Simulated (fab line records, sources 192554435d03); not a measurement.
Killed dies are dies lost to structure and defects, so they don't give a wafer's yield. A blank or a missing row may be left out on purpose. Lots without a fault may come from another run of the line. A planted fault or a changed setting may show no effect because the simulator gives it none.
Which tool did it? | flow n5_finfet | 7 lots, 20 wafers sampled, at 4 steps of a route of 1938

WHAT THE GAUGES READ, wafer by wafer
N5_BEOL_M15_CD_MEAS_17: target cd 360 nm.
lot  | measured     | on        | cd_nm (nm)
L681 | day 11 23:44 | cd_sem-01 | 360.7 360.2 358.9
L682 | day 12 17:36 | cd_sem-02 | 361.1 357.6 359.6
L694 | day 15 04:28 | cd_sem-03 | - - -
L695 | day 15 12:49 | cd_sem-03 | 361.8 362.6 360.9
L696 | day 15 14:02 | cd_sem-02 | 358.7 361.7 361.1
L699 | day 16 13:14 | cd_sem-01 | 358.4 364.7
L703 | day 17 02:49 | cd_sem-02 | 360.1 360.3 358.0

WHICH TOOL RAN EACH LOT (tool, then ch and the chambers of the sampled wafers, then the start)
lot  | N5_BEOL_M15_ILD_DEP_00          | N5_BEOL_M15_DESCUM_15              | N5_BEOL_M15_VIA_ETCH_16
L681 | pecvd-01 ch 0,1,2, day 11 22:26 | rie_diel-03 ch 1,2, day 11 23:14   | rie_diel-03 ch 1,2, day 11 23:19
L682 | pecvd-02 ch 0,2, day 12 16:20   | rie_diel-04 ch 1,3, day 12 17:06   | rie_diel-04 ch 1,3, day 12 17:11
L694 | pecvd-02 ch 0,1,2, day 15 03:12 | rie_diel-04 ch 0,3, day 15 03:58   | rie_diel-04 ch 0,3, day 15 04:03
L695 | pecvd-01 ch 1,2, day 15 11:40   | rie_diel-04 ch 0,1, day 15 12:19   | rie_diel-04 ch 0,1, day 15 12:24
L696 | pecvd-01 ch 0,1,2, day 15 12:46 | rie_diel-03 ch 1,2,3, day 15 13:32 | rie_diel-03 ch 1,2,3, day 15 13:38
L699 | pecvd-03 ch 0,1, day 16 12:11   | rie_diel-05 ch 0,3, day 16 12:45   | rie_diel-05 ch 0,3, day 16 12:56
L703 | pecvd-02 ch 0,1,2, day 17 01:40 | rie_diel-05 ch 0,1, day 17 02:19   | rie_diel-05 ch 0,1, day 17 02:24
- N5_BEOL_M15_ILD_DEP_00: deposits SiO2 from TEOS/O2, target thk 1629.3 nm, time 346.1 s.
- N5_BEOL_M15_DESCUM_15: chemistry O2, time 7.9 s.
- N5_BEOL_M15_VIA_ETCH_16: etches SiO2 in C4F8/O2/Ar, target depth 1792.2 nm.

THE ANSWER, worked out from the rows above alone
Rule: what is usual is taken from the lots themselves. Put in order of their means at a reading, lots are off if they are a third of the lots or fewer, leave a main group of 4 or more, and stand apart from it by a gap of 3 or more times the standard deviation of the main group's means; of several such gaps the widest counts. A main group whose means are all the same, to the digits that the tables above print for the reading, isn't used. A lot without any number at a reading at which 4 lots or more have one is off too. The other lots that the step has rows for count as sound.
Off: L694, at N5_BEOL_M15_CD_MEAS_17 (cd_nm). Without a number there: L694. The main group: mean 360.4 nm, standard deviation 0.93.
A tool fits if, at a process step before that reading, it ran every lot that is off, and no sound lot after the first of them. The gauges at N5_BEOL_M15_CD_MEAS_17 are tried like those tools. None of those tried fits.

WHAT THE SIMULATOR HAD PUT IN
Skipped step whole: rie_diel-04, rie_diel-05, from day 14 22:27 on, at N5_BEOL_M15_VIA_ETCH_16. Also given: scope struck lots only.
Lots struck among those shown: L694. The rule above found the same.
